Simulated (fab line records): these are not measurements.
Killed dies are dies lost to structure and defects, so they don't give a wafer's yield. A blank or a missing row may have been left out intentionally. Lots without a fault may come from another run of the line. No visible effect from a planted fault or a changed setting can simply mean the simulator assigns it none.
fab line records ; flow n5Finfet
record lots=9; wafers=26; lastDay=19
route steps=1938 shown GATE_CUT@496 BEOL_M4@1111 PASSIVATION@1936
lots that met no fault: from a run of the same line without faults
startH: start of the lot's first displayed wafer, in hours after the record's first day ; waitH: hours from the lot's prior step to this one ; " repeats the value in the row above ; L1.1+2: one row covering several wafers at once ; - value missing, or start not given ; * or withheld: withheld ; < > ~ a bound
route shown NAME@n: NAME is a module with steps in the file, n the number in the route of the first one ; usual: mean/standard deviation taken from wafers without a fault ; same: alike in all rows ; chamber/n: place in a boat ; sites: readings site by site ; _std_site: how widely they spread, as a standard deviation ; _edge_site: mean of outer sites minus mean of inner sites ; radiusMm: how far each site lies from the wafer's centre ; mask NAME#n: copy n ; behind: the tool/chamber that last shaped the wafer ; hold: why the lot was held/for how many hours/how that ended ; device: which transistor (n, p or np) failed to switch ; end of line: tests of these same wafers at the route's end ; step lacking rows: just its recipe ; killed: the dies lost at the first sort to structure and to defects; this is not the yield of the wafer ; map: per-die view of a wafer (x killed, . not killed, _ where there is no die)
set.NAME: setting as actually run; set.NAME@STEP: the setting as run at that earlier step ; model.NAME: the simulator's own value behind a step, which no gauge read
a sample of lots followed through the steps of the route, with each step as a table and each wafer as a row
services: when a tool's chamber went out of use (startH, in hours from the record's first day, below 0 if earlier), for how many hours, and the reason
## steps
# step N5_GATE_CUT_HM_OPEN_40
# recipe chemistry=C4F6/O2; target=SiO2; maskMaterial=SiARC; targetDepthA=1390; timeS=85.1; ionEnergyEv=250; pressureMtorr=30; sourceW=345; biasW=185; Ar_flow_sccm=300; C4F6_flow_sccm=10; O2_flow_sccm=10; ends=cleared
# usual drypumpMotorCurrentA=6.1/0.47; etchRfOnTimeS=95.5/1.8; oesProductAu=0.68/0.057; rfFwdPowerW=342.2/1.3; rfVppV=666/8.5; showerheadPlenumPTorr=2.79/0.12; throttleValvePct=20.99/0.22
lot.wafer;tool;chamber;startH;waitH;drypumpMotorCurrentA;etchRfOnTimeS;oesProductAu;rfFwdPowerW;rfHoursCounterH;rfVppV;showerheadPlenumPTorr;throttleValvePct
L902.1;rieDiel-02;2;88.01;0.0;6.6;95.6;0.73;341.7;87;659;2.67;20.98
L902.4;rieDiel-02;3;88.01;0.0;6.2;94.3;0.67;342.0;141;661;2.73;21.31
L902.6;rieDiel-02;0;88.01;0.0;6.7;99.3;0.64;346.7;-;653;2.71;20.78
L905.4;rieDiel-06;1;107.33;0.0;6.0;95.4;0.74;344.0;-;681;2.66;20.76
L905.5;rieDiel-06;3;107.33;0.0;6.6;95.9;0.65;341.6;-;661;2.69;20.96
L905.6;rieDiel-06;0;107.33;0.0;6.0;96.1;0.64;343.1;-;666;2.81;20.88
L906.1;rieDiel-02;2;108.12;0.0;6.6;94.8;0.73;342.3;95;659;2.67;20.98
L906.3;rieDiel-02;3;108.12;0.0;6.2;94.3;0.67;340.7;143;661;2.73;21.31
L910.1;rieDiel-02;1;132.77;0.0;5.5;95.1;0.69;342.4;137;675;2.97;20.89
L910.3;rieDiel-02;3;132.77;0.0;6.2;94.9;0.67;340.5;150;662;2.73;21.32
L910.4;rieDiel-02;1;132.77;0.0;5.5;97.6;0.69;342.0;-;676;2.97;20.91
L912.1;rieDiel-02;2;149.50;0.0;6.7;96.3;0.71;340.8;108;660;2.66;21.01
L912.3;rieDiel-02;3;149.50;0.0;6.2;94.5;0.65;342.8;157;661;2.73;21.33
L912.4;rieDiel-02;2;149.50;0.0;6.7;97.6;0.72;342.1;-;661;2.66;20.99
L922.2;rieDiel-06;3;207.59;0.0;6.7;95.1;0.63;340.7;232;660;2.67;21.02
L922.5;rieDiel-06;1;207.59;0.0;6.0;95.0;0.71;341.0;-;681;2.64;20.80
L922.6;rieDiel-06;3;207.59;0.0;6.6;97.1;0.63;341.4;-;658;2.67;20.99
L923.1;rieDiel-06;3;210.38;0.0;6.7;93.6;0.63;341.0;234;658;2.67;21.02
L923.2;rieDiel-06;1;210.38;0.0;6.0;92.8;0.71;344.0;123;679;2.64;20.83
L923.3;rieDiel-06;2;210.38;0.0;5.6;94.7;0.66;344.2;173;675;2.94;20.97
L924.1;rieDiel-01;3;220.27;0.0;6.3;95.2;0.62;343.1;234;654;2.81;21.04
L924.2;rieDiel-01;2;220.27;0.0;5.4;94.2;0.69;340.4;114;673;2.87;20.93
L924.6;rieDiel-01;1;220.27;0.0;5.5;97.0;0.62;342.8;-;673;2.81;21.47
L925.1;rieDiel-02;2;222.57;0.0;6.6;95.3;0.70;342.8;132;660;2.65;21.04
L925.3;rieDiel-02;3;222.57;0.0;6.2;93.2;0.64;340.7;181;661;2.71;21.36
L925.5;rieDiel-02;3;222.57;0.0;6.2;98.7;0.63;341.1;-;660;2.71;21.36
# step N5_GATE_CUT_CUT_ETCH_54
# recipe chemistry=Cl2/BCl3; target=TiN; maskMaterial=SiO2; targetDepthA=967; pressureMtorr=10; icpW=1000; biasW=126; Cl2_flow_sccm=53.25; bcl3FlowSccm=21.75; Ar_flow_sccm=25; ends=cleared
# usual drypumpMotorCurrentA=5.7/0.46; etchRfOnTimeS=36.6/0.54; oesProductAu=0.69/0.11; rfFwdPowerW=978/4.1; throttleValvePct=22.25/0.28
lot.wafer;tool;chamber;startH;waitH;drypumpMotorCurrentA;etchRfOnTimeS;oesProductAu;rfFwdPowerW;rfHoursCounterH;throttleValvePct
L902.1;rieMetal-03;0;88.30;0.0;5.4;36.6;0.77;982;19;22.15
L902.4;rieMetal-03;0;88.30;0.0;5.5;36.9;0.76;983;-;22.16
L902.6;rieMetal-03;1;88.30;0.0;5.3;36.8;0.56;976;-;22.63
L905.4;rieMetal-03;0;107.61;0.0;5.4;37.0;0.75;978;-;22.15
L905.5;rieMetal-03;0;107.61;0.0;5.5;36.9;0.76;982;-;22.16
L905.6;rieMetal-03;1;107.61;0.0;5.3;36.5;0.57;973;-;22.64
L906.1;rieMetal-03;1;108.41;0.0;5.3;36.8;0.56;973;119;22.63
L906.3;rieMetal-03;1;108.41;0.0;5.3;36.9;0.56;974;-;22.64
L910.1;rieMetal-02;1;133.12;0.1;5.9;35.7;0.82;981;14;21.86
L910.3;rieMetal-02;1;133.12;0.1;5.9;35.7;0.82;979;-;21.85
L910.4;rieMetal-02;1;133.12;0.1;5.9;35.9;0.81;978;-;21.85
L912.1;rieMetal-01;1;149.79;0.0;6.0;36.9;0.64;985;72;22.44
L912.3;rieMetal-01;1;149.79;0.0;6.0;36.7;0.65;985;-;22.45
L912.4;rieMetal-01;0;149.79;0.0;6.5;37.5;0.53;979;-;22.49
L922.2;rieMetal-03;0;207.96;0.1;5.5;37.3;0.71;979;-;22.18
L922.5;rieMetal-03;0;207.96;0.1;5.5;37.1;0.71;984;-;22.17
L922.6;rieMetal-03;0;207.96;0.1;5.5;37.4;0.72;981;-;22.19
L923.1;rieMetal-03;0;210.73;0.1;5.5;36.6;0.72;974;31;22.18
L923.2;rieMetal-03;0;210.73;0.1;5.5;36.4;0.72;979;-;22.17
L923.3;rieMetal-03;0;210.73;0.1;5.5;36.9;0.72;977;-;22.18
L924.1;rieMetal-01;1;220.61;0.1;6.0;36.4;0.64;979;79;22.44
L924.2;rieMetal-01;1;220.61;0.1;6.0;36.5;0.64;982;-;22.45
L924.6;rieMetal-01;1;220.61;0.1;6.0;36.3;0.64;982;-;22.46
L925.1;rieMetal-02;1;222.86;0.0;5.9;35.8;0.77;977;26;21.89
L925.3;rieMetal-02;1;222.86;0.0;5.9;35.9;0.77;973;-;21.88
L925.5;rieMetal-02;0;222.86;0.0;5.0;36.5;0.80;980;-;22.06
# step N5_GATE_CUT_STRIP_21
# recipe chemistry=N2/H2; timeS=30; powerW=1000; tempC=250; pressureMtorr=withheld; n2FlowSccm=1750; h2FlowSccm=3250
# usual drypumpMotorCurrentA=6.0/0.45; heaterPowerW=331/43; n2FlowSccm=1749/5.5
lot.wafer;tool;chamber;startH;waitH;drypumpMotorCurrentA;heaterPowerW;n2FlowSccm;rfHoursCounterH
L902.1;plasmaAsher-01;0;88.53;0.0;6.6;295;1744;36
L902.4;plasmaAsher-01;0;88.53;0.0;6.6;290;1744;-
L902.6;plasmaAsher-01;1;88.53;0.0;5.6;368;1752;-
L905.4;plasmaAsher-02;1;107.84;0.1;5.6;318;1756;-
L905.5;plasmaAsher-02;1;107.84;0.1;5.6;322;1748;-
L905.6;plasmaAsher-02;0;107.84;0.1;6.0;291;1743;-
L906.1;plasmaAsher-01;0;108.64;0.0;6.6;296;1747;40
L906.3;plasmaAsher-01;1;108.64;0.0;5.6;378;1740;-
L910.1;plasmaAsher-02;1;133.56;0.1;5.6;323;1751;97
L910.3;plasmaAsher-02;1;133.56;0.1;5.6;319;1748;-
L910.4;plasmaAsher-02;0;133.56;0.1;6.0;289;1750;-
L912.1;plasmaAsher-01;0;150.02;0.0;6.6;293;1742;49
L912.3;plasmaAsher-01;1;150.02;0.0;5.6;373;1745;-
L912.4;plasmaAsher-01;0;150.02;0.0;6.6;290;1740;-
L922.2;plasmaAsher-01;1;208.73;0.4;5.6;392;1749;70
L922.5;plasmaAsher-01;1;208.73;0.4;5.6;389;1755;-
L922.6;plasmaAsher-01;0;208.73;0.4;6.6;298;1748;-
L923.1;plasmaAsher-01;1;211.26;0.2;5.6;387;1744;71
L923.2;plasmaAsher-01;0;211.26;0.2;6.6;292;1746;71
L923.3;plasmaAsher-01;1;211.26;0.2;5.6;371;1751;-
L924.1;plasmaAsher-01;1;221.06;0.1;5.6;384;1753;76
L924.2;plasmaAsher-01;0;221.06;0.1;6.6;292;1745;76
L924.6;plasmaAsher-01;0;221.06;0.1;6.6;279;1742;-
L925.1;plasmaAsher-01;0;223.11;0.1;6.6;294;1739;76
L925.3;plasmaAsher-01;0;223.11;0.1;6.6;299;1737;-
L925.5;plasmaAsher-01;1;223.11;0.1;5.6;380;1749;-
# step N5_GATE_CUT_CMP_23
# recipe stopOn=SiO2; tOverpolishS=23.4; postCmpClean=alkalineBrush; downForcePsi=2.5; platenRpm=51.8; padVelocityMS=1.0307; targetThkNm=16
# usual motorCurrentA=9.1/0.69; overpolishRunS=23.400/0.0081; timeToEndpointS=20.3/2.3
lot.wafer;tool;chamber;startH;waitH;motorCurrentA;overpolishRunS;timeToEndpointS
L902.1;cmp-01;3;90.36;0.8;9.9;23.395;15.1
L902.4;cmp-01;2;90.36;0.8;9.0;23.404;24.8
L902.6;cmp-01;0;90.36;0.8;8.9;23.410;23.9
L905.4;cmp-03;3;109.47;0.8;8.5;23.401;23.4
L905.6;cmp-03;3;109.47;0.8;8.6;23.416;22.1
L905.5;cmp-03;0;109.47;0.8;9.3;23.411;23.2
L906.3;cmp-03;2;110.32;0.8;9.7;23.403;18.7
L906.1;cmp-03;3;110.32;0.8;8.7;23.404;21.1
L910.3;cmp-03;3;135.27;0.8;8.7;23.405;39.4
L910.1;cmp-03;0;135.27;0.8;9.3;23.419;42.1
L910.4;cmp-03;1;135.27;0.8;8.9;23.382;42.8
L912.1;cmp-03;3;151.67;0.8;8.6;23.404;40.5
L912.4;cmp-03;0;151.67;0.8;10.1;23.414;38.0
L912.3;cmp-03;1;151.67;0.8;8.7;23.399;38.6
L922.2;cmp-01;1;210.51;0.9;8.7;23.407;18.2
L922.6;cmp-01;0;210.51;0.9;8.9;23.400;18.5
L922.5;cmp-01;1;210.51;0.9;8.5;23.394;20.4
L923.3;cmp-02;1;214.26;0.8;8.0;23.404;20.9
L923.2;cmp-02;3;214.26;0.8;8.3;23.388;23.8
L923.1;cmp-02;0;214.26;0.8;9.7;23.406;22.8
L924.1;cmp-02;3;223.48;0.8;8.4;23.400;20.2
L924.2;cmp-02;0;223.48;0.8;9.7;23.405;21.6
L924.6;cmp-02;0;223.48;0.8;9.6;23.396;20.8
L925.3;cmp-01;3;224.75;0.8;9.5;23.395;17.3
L925.1;cmp-01;1;224.75;0.8;8.6;23.410;20.4
L925.5;cmp-01;0;224.75;0.8;9.4;23.407;23.2
# step N5_BEOL_M4_RC_MEAS_101
# usual DIBL_N=36.4/1.9; DIBL_P=35.8/2.1; IOFF_N=0.158/0.029; IOFF_P=0.21/0.035; ION_N=676/14; ION_P=465/9.7; SS_N=71.5/0.66; SS_P=73.4/0.7; VT_N=249.8/3; VT_P=-250/3.3
lot.wafer;tool;chamber;startH;waitH;DIBL_N[mV/V];DIBL_P[mV/V];IOFF_N[nA/um];IOFF_P[nA/um];ION_N[uA/um];ION_P[uA/um];SS_N[mV/dec];SS_P[mV/dec];VT_N[mV];VT_P[mV]
L902.1;prober-01;0;202.33;0.0;38.5;39.9;0.219;0.27;677;463;71.9;75.0;242.7;-249
L902.4;prober-01;0;202.33;0.0;37.8;36.8;0.196;0.21;677;455;72.8;73.8;249.7;-251
L902.6;prober-01;0;202.33;0.0;37.9;37.4;0.190;0.21;665;452;72.8;74.1;250.0;-253
L905.4;prober-01;0;209.79;0.5;37.6;38.6;0.163;0.19;661;446;70.9;73.8;250.5;-253
L905.5;prober-01;0;209.79;0.5;35.9;36.5;0.137;0.17;650;443;71.0;73.6;253.8;-256
L905.6;prober-01;0;209.79;0.5;36.8;36.9;0.157;0.17;659;446;71.7;73.1;250.6;-257
L906.1;prober-02;0;211.23;0.3;38.7;39.5;0.200;0.23;693;465;72.1;74.2;246.4;-250
L906.3;prober-02;0;211.23;0.3;37.0;37.7;0.170;0.21;694;473;71.2;73.7;248.1;-253
L910.1;prober-02;0;242.22;0.0;36.7;36.4;0.161;0.22;684;468;72.4;73.9;250.9;-247
L910.3;prober-02;0;242.22;0.0;33.3;32.6;0.110;0.17;675;465;70.9;72.2;255.0;-251
L910.4;prober-02;0;242.22;0.0;37.8;36.6;0.167;0.23;667;461;72.5;73.8;252.5;-246
L912.1;prober-01;0;251.12;0.0;37.8;36.9;0.182;0.23;700;476;72.1;74.9;248.2;-247
L912.3;prober-01;0;251.12;0.0;34.9;32.9;0.128;0.16;675;465;71.0;72.7;252.3;-255
L912.4;prober-01;0;251.12;0.0;35.2;33.9;0.140;0.19;663;458;71.0;73.7;253.5;-253
L923.1;prober-01;0;329.04;0.0;36.4;37.0;0.159;0.23;691;473;70.7;73.3;250.1;-250
L923.2;prober-01;0;329.04;0.0;37.4;37.0;0.168;0.22;676;466;71.6;73.9;248.1;-250
L923.3;prober-01;0;329.04;0.0;35.7;35.5;0.139;0.21;679;472;71.5;73.3;253.4;-250
L922.2;prober-02;0;329.41;0.2;38.4;37.8;0.196;0.23;676;461;72.1;73.7;247.2;-247
L922.5;prober-02;0;329.41;0.2;35.8;33.4;0.134;0.17;666;454;70.3;72.7;250.9;-251
L922.6;prober-02;0;329.41;0.2;39.0;37.1;0.208;0.23;665;457;72.7;73.9;247.2;-250
L924.1;prober-02;0;334.96;0.0;37.2;37.9;0.162;0.22;671;459;72.3;73.8;250.7;-250
L924.2;prober-02;0;334.96;0.0;35.6;36.8;0.142;0.20;679;464;71.2;72.9;250.5;-249
L924.6;prober-02;0;334.96;0.0;36.6;37.2;0.151;0.22;670;461;71.8;73.7;252.0;-248
L925.1;prober-01;0;346.11;0.0;33.6;33.7;0.126;0.18;668;463;72.0;72.9;252.8;-250
L925.3;prober-01;0;346.11;0.0;31.6;31.8;0.110;0.16;667;462;70.6;72.2;253.3;-254
L925.5;prober-01;0;346.11;0.0;30.2;30.0;0.091;0.14;652;455;70.8;71.9;257.4;-254
# step N5_PASSIVATION_PROBE_49
# usual defectLimitedYield=91.3/1.3; killed_at_M0_to_M3=34/9.1; killed_at_M4_up=14/5.6; killedAtContacts=13/5.9; killedAtFrontEnd=39/11; killedAtOther=3.6/3; killedDies=102/16; killedOpen=68/12; killedShort=33/7.3; sort_bin_5_function=5.2/0.89; sort_bin_6_memory=3.2/0.68; sort_bin_8_speed=0.00/0.027; sortNPass=1078/16
# same grossDies=1180; killedAtBackSide=0; sort_bin_4_leakage[%]=0
lot.wafer;tool;chamber;startH;waitH;defectLimitedYield[%];killed_at_M0_to_M3;killed_at_M4_up;killedAtContacts;killedAtFrontEnd;killedAtOther;killedDies;killedOpen;killedShort;sort_bin_5_function[%];sort_bin_6_memory[%];sort_bin_8_speed[%];sortNPass
L902.1;prober-02;-;309.24;0.0;91.2;39;11;11;42;1;104;69;35;5.3;3.0;0;1076
L902.4;prober-02;-;309.39;0.2;92.0;17;18;7;46;6;94;56;38;4.7;3.0;0;1086
L902.6;prober-02;-;309.49;0.3;91.0;28;14;8;49;7;106;75;27;4.9;3.6;0;1074
L905.4;prober-01;-;317.69;0.2;89.7;29;19;24;49;0;121;79;42;5.7;4.3;0;1059
L905.5;prober-01;-;317.74;0.2;92.3;24;19;8;37;3;91;62;29;4.9;2.5;0;1089
L905.6;prober-01;-;317.79;0.3;92.0;29;7;18;40;0;94;67;27;4.4;2.9;0;1086
L906.1;prober-02;-;319.29;0.0;90.3;44;18;6;46;1;115;68;45;6.1;2.8;0;1065
L906.3;prober-02;-;319.39;0.1;91.5;25;7;1;60;7;100;61;38;4.8;3.2;0;1080
L923.1;prober-02;-;436.19;0.0;93.1;20;21;10;31;0;82;55;26;4.0;2.6;0;1098
L923.2;prober-02;-;436.24;0.1;92.9;25;20;14;21;4;84;57;25;3.6;3.3;0;1096
L923.3;prober-02;-;436.29;0.1;92.0;22;23;20;27;2;94;63;25;4.7;2.5;0;1086
L925.1;prober-02;-;462.47;0.0;91.9;22;8;19;45;2;96;48;41;4.7;2.5;0;1084
L925.3;prober-02;-;462.57;0.1;94.3;24;6;9;27;1;67;40;24;3.4;2.0;0;1113
L925.5;prober-02;-;462.67;0.2;92.4;35;14;15;26;0;90;65;21;4.6;3.1;0;1090
# killed by level:class
L902.1 FIN_SAQP:geometricParticle:short=15 BEOL_M2:geometricParticle:open=12 MOL_CONTACT_COAG:geometricParticle:open=9 FIN_SAQP:geometricParticle:open=7 BEOL_M1:geometricParticle:open=7 BEOL_M3:geometricParticle:open=7 BEOL_M0_SAQP:geometricParticle:open=5 STI_FIN_REVEAL:geometricParticle:open=4
L902.4 STI_FIN_REVEAL:geometricParticle:open=13 FIN_SAQP:geometricParticle:open=7 FIN_SAQP:geometricParticle:short=7 MOL_CONTACT_COAG:geometricParticle:open=7 BEOL_M0_SAQP:geometricParticle:short=7 BEOL_M4:geometricParticle:short=7 GATE_CUT:geometricParticle:short=5 BEOL_M5:geometricParticle:open=3
L902.6 BEOL_M2:geometricParticle:open=13 STI_FIN_REVEAL:geometricParticle:open=12 MOL_CONTACT_COAG:geometricParticle:open=8 FIN_SAQP:geometricParticle:short=7 BEOL_M4:geometricParticle:open=6 GATE_CUT:geometricParticle:short=5 BEOL_M3:geometricParticle:open=5 BEOL_M0_SAQP:geometricParticle:open=4
L905.4 MOL_CONTACT_COAG:geometricParticle:open=18 FIN_SAQP:geometricParticle:short=12 BEOL_M4:geometricParticle:open=10 BEOL_M0_SAQP:geometricParticle:short=10 FIN_SAQP:geometricParticle:open=9 STI_FIN_REVEAL:geometricParticle:open=8 MOL_CONTACT_COAG:geometricParticle:short=6 DUMMY_GATE:geometricParticle:open=6
L905.5 BEOL_M4:geometricParticle:open=13 BEOL_M1:geometricParticle:open=12 FIN_SAQP:geometricParticle:short=6 GATE_CUT:geometricParticle:open=6 MOL_CONTACT_COAG:geometricParticle:open=6 STI_FIN_REVEAL:geometricParticle:open=5 DUMMY_GATE:geometricParticle:open=5 GATE_CUT:geometricParticle:short=4
L905.6 FIN_SAQP:geometricParticle:open=17 MOL_CONTACT_COAG:geometricParticle:open=13 BEOL_M0_SAQP:geometricParticle:open=9 BEOL_M0_SAQP:geometricParticle:short=7 BEOL_M1:geometricParticle:open=6 FIN_SAQP:geometricParticle:short=5 DUMMY_GATE:geometricParticle:open=5 MOL_CONTACT_COAG:geometricParticle:short=5
L906.1 FIN_SAQP:geometricParticle:short=14 BEOL_M0_SAQP:geometricParticle:short=14 BEOL_M0_SAQP:geometricParticle:open=13 FIN_SAQP:geometricParticle:open=8 BEOL_M4:geometricParticle:open=8 BEOL_M1:geometricParticle:open=6 STI_FIN_REVEAL:geometricParticle:open=5 GATE_CUT:geometricParticle:open=5
L906.3 STI_FIN_REVEAL:geometricParticle:open=14 FIN_SAQP:geometricParticle:short=13 BEOL_M1:geometricParticle:open=7 ILD0:geometricParticle:short=6 FIN_SAQP:geometricParticle:open=4 STI_FIN_REVEAL:geometricParticle:short=4 GATE_CUT:geometricParticle:short=4 BEOL_M0_SAQP:geometricParticle:short=4
L923.1 FIN_SAQP:geometricParticle:short=9 MOL_CONTACT_COAG:geometricParticle:open=9 BEOL_M4:geometricParticle:open=9 FIN_SAQP:geometricParticle:open=6 BEOL_M0_SAQP:geometricParticle:open=5 STI_FIN_REVEAL:geometricParticle:open=4 BEOL_M3:geometricParticle:open=4 BEOL_M0_SAQP:geometricParticle:short=3
L923.2 BEOL_M3:geometricParticle:open=10 MOL_CONTACT_COAG:geometricParticle:open=9 BEOL_M4:geometricParticle:open=9 BEOL_M2:geometricParticle:open=6 FIN_SAQP:geometricParticle:short=5 MOL_CONTACT_COAG:geometricParticle:short=5 FIN_SAQP:geometricParticle:open=4 BEOL_M7:geometricParticle:open=4
L923.3 MOL_CONTACT_COAG:geometricParticle:open=15 BEOL_M4:geometricParticle:open=10 STI_FIN_REVEAL:geometricParticle:open=6 BEOL_M3:geometricParticle:short=6 FIN_SAQP:geometricParticle:open=5 MOL_CONTACT_COAG:geometricParticle:short=5 BEOL_M5:geometricParticle:open=5 HKMG_FIN:areaEtch=5
L925.1 FIN_SAQP:geometricParticle:short=13 MOL_CONTACT_COAG:geometricParticle:open=13 BEOL_M3:geometricParticle:open=10 FIN_SAQP:geometricParticle:open=7 MOL_CONTACT_COAG:geometricParticle:short=6 HKMG_FIN:areaEtch=5 BEOL_M2:geometricParticle:short=4 DUMMY_GATE:geometricParticle:open=3
L925.3 BEOL_M3:geometricParticle:open=12 STI_FIN_REVEAL:geometricParticle:open=5 MOL_CONTACT_COAG:geometricParticle:open=5 DUMMY_GATE:geometricParticle:open=4 MOL_CONTACT_COAG:geometricParticle:short=4 ILD0:geometricParticle:short=3 BEOL_M3:geometricParticle:short=3 STARTING-WAFER:geometricParticle:short=3
L925.5 MOL_CONTACT_COAG:geometricParticle:open=12 BEOL_M3:geometricParticle:open=10 BEOL_M2:geometricParticle:open=7 STI_FIN_REVEAL:geometricParticle:open=6 BEOL_M0_SAQP:geometricParticle:short=6 DUMMY_GATE:geometricParticle:open=5 BEOL_M0_SAQP:geometricParticle:open=4 BEOL_M6:geometricParticle:open=4
## services
tool;chamber;startH;hours;kind
cmp-02;-;84.52;4.0;pm
cmp-02;-;88.52;5.3;pm
plasmaAsher-02;-;89.19;4.2;repair
rieMetal-03;-;90.02;1.4;pm
rieDiel-02;3;91.57;11.8;repair
cmp-02;-;95.40;2.1;repair
cmp-02;-;100.34;1.8;repair
rieDiel-06;2;100.74;18.2;repair
cmp-02;-;114.09;12.3;repair
rieMetal-02;0;128.53;57.1;repair
rieDiel-02;2;130.94;1.8;repair
cmp-01;-;132.90;1.1;repair
rieMetal-02;-;135.37;2.8;pm
rieDiel-01;-;153.03;1.0;repair
cmp-03;-;154.74;0.8;repair
rieMetal-02;-;158.80;1.4;pm
plasmaAsher-02;-;161.88;63.7;repair
cmp-01;-;181.29;11.0;repair
rieMetal-03;0;188.53;8.7;repair
rieDiel-02;0;199.21;4.1;repair
cmp-01;-;202.22;3.1;pm
cmp-01;-;205.57;4.0;pm
cmp-03;-;205.71;4.0;pm
cmp-03;-;217.15;13.6;repair
## key
firstSign step=N5_GATE_CUT_CMP_23; reading=timeToEndpointS; direction=up; sigmas=8.6; usual=*; struck=*
effect none on later readings
metAt N5_GATE_CUT_CMP_23
struckLots L910,L912
struckWafers L910.1,L910.3,L910.4,L912.1,L912.3,L912.4
notActingAt N5_GATE_CUT_HM_OPEN_40,N5_GATE_CUT_CUT_ETCH_54,N5_GATE_CUT_STRIP_21
onsetBetween 110.32 135.27
fault kind=processParameterDrift; tool=cmp-03; chamber=-; onsetH=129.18; steps=N5_GATE_CUT_CMP_23; channel=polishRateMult; offset=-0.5; shape=step; endH=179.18; scope=struckWafersOnly
